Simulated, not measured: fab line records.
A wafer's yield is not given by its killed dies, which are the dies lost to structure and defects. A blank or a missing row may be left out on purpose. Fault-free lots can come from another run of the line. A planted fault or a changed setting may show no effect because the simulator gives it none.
A struck lot beside a sound one	flow nand_harc	14 out of 1302 route steps
Sound: the wafers L248.1, L248.4, L248.5. Struck: wafer L236.2 (left out: L236.1, L236.4 of the same lot, which were not struck); the cause appears at the end.
Order at every step that has rows: each side's tool, ch and its chambers, its first start. Under that, the readings that differ: sound wafers	struck wafers	difference of the means	sigmas: that difference in standard deviations of wafers without a fault.
alike: readings whose means differ by less than 2 such deviations, and words and numbers that are the same on both sides. not compared: withheld readings, readings that some wafer has no value for, bounds like >300 that may hide the same value, and numbers for which the record gives no deviation and whose values overlap.
A row with sigmas, a row that says differs or no value, or rows on one side alone: a step with any of these is where the two part. Numbers that don't overlap but have no deviation are shown without sigmas and don't part them. Lack of a reading on every wafer of one side parts them only where that side has two or more wafers.

first, 1 step without rows for these wafers: NHARC_A_ONON_D1_DEP_06 (target thk 1000 nm).
NHARC_A_ONON_D1_THK_MEAS_08: measures by ellipsometry.
  sound: film_metro-01 at day 15 12:59; struck: film_metro-02 at day 10 00:32
  alike: thk_nm
then, 1 step without rows for these wafers: NHARC_A_ONON_D1_DEP_09 (target thk 1000 nm).
NHARC_A_ONON_D1_THK_MEAS_11: measures by ellipsometry.
  sound: film_metro-01 at day 15 13:33; struck: film_metro-02 at day 10 01:06
  alike: thk_nm
then, 1 step without rows for these wafers: NHARC_A_ONON_D1_DEP_12 (target thk 1000 nm).
NHARC_A_ONON_D1_THK_MEAS_14: measures by ellipsometry.
  sound: film_metro-02 at day 15 14:07; struck: film_metro-02 at day 10 01:40
  alike: thk_nm
then, 2 steps without rows for these wafers: NHARC_A_ONON_D1_ANNEAL_15 (time 3600 s); NHARC_A_ONON_D1_DEP_16 (target thk 1000 nm).
NHARC_A_ONON_D1_THK_MEAS_18: measures by ellipsometry.
  sound: film_metro-01 at day 15 19:54; struck: film_metro-01 at day 10 12:11
reading	sound	struck	difference	sigmas
thk_nm (nm)	984 984 982	1012	+29	+3
then, 1 step without rows for these wafers: NHARC_A_ONON_D1_DEP_19 (target thk 1000 nm).
NHARC_A_ONON_D1_THK_MEAS_21: measures by ellipsometry.
  sound: film_metro-01 at day 15 20:28; struck: film_metro-01 at day 10 12:45
  alike: thk_nm
NHARC_A_ONON_D1_DEP_22: target thk 1000 nm.
  sound on pecvd_onon-01 ch 0, day 15 20:31; struck on pecvd_onon-04 ch 0, day 10 12:49
  alike: n2_flow_sccm, nh3_flow_sccm, sih4_flow_sccm
NHARC_A_ONON_D1_THK_MEAS_24: measures by ellipsometry.
  sound: film_metro-02 at day 15 21:02; struck: film_metro-01 at day 10 13:19
reading	sound	struck	difference	sigmas
thk_nm (nm)	995 996 995	1135	+140	+14
then, 1 step without rows for these wafers: NHARC_A_ONON_D1_DEP_25 (target thk 1000 nm).

== WHERE THEY PART ==
Earliest at NHARC_A_ONON_D1_THK_MEAS_18; latest, in this record, at NHARC_A_ONON_D1_THK_MEAS_24.

WHY: whatever the simulator had introduced
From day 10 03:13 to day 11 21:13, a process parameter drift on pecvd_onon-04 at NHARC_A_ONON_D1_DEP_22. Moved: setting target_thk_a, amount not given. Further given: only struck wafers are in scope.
